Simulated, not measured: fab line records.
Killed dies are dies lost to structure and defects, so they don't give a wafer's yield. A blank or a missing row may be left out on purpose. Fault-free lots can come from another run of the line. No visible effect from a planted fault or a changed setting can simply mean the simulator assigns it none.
Matching of chambers ; flow nand harc ; NHARC_A_BONDPAD_CMP_19 on cmp-01: 4 sister chambers
The step polishes, t overpolish 30 s, cu recess touch 16 s, target thk 169.82 nm. 4 wafers are shown with their chamber, then 7 later ones without.

WAFERS WITH THEIR CHAMBER
wafer;chamber;motor current A (A)
L880.5;0;11.6
L893.5;2;13.1
L892.2;3;12.0
L892.3;1;11.4

WAFERS WITHOUT THEIR CHAMBER
wafer;motor current A (A)
L892.5;11.2
L896.1;13.0
L896.2;10.7
L896.3;12.7
L900.1;11.1
L900.2;12.3
L900.6;10.4

CHAMBER TAKEN BY EACH
wafer;from the rows above;in truth
L892.5;can't be placed: 1 or 0 or 3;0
L896.1;can't be placed: 2 or 3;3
L896.2;can't be placed: 1 or 0 or 3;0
L896.3;can't be placed: 2 or 3 or 0 or 1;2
L900.1;can't be placed: 1 or 0 or 3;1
L900.2;can't be placed: 3 or 0 or 2 or 1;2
L900.6;can't be placed: 1 or 0 or 3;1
Correctly placed: 0 of 7. These rows do not allow placing 7 (true chamber among the candidates in 7). Number placed wrongly: 0.
How it was worked out, from the rows above alone: a wafer's distance from a chamber is the root of the sum, over the readings, of the square of ((its reading less the chamber's mean) divided by the reading's scatter). If the next closest chamber is less than 2 further off than the closest, the wafer can't be placed; otherwise it belongs to the closest. The mean given for a chamber averages the wafers shown for that chamber. The scatter: with one shown wafer a chamber, the root of the mean of the squares of how far each hidden wafer lies from its nearest shown one.
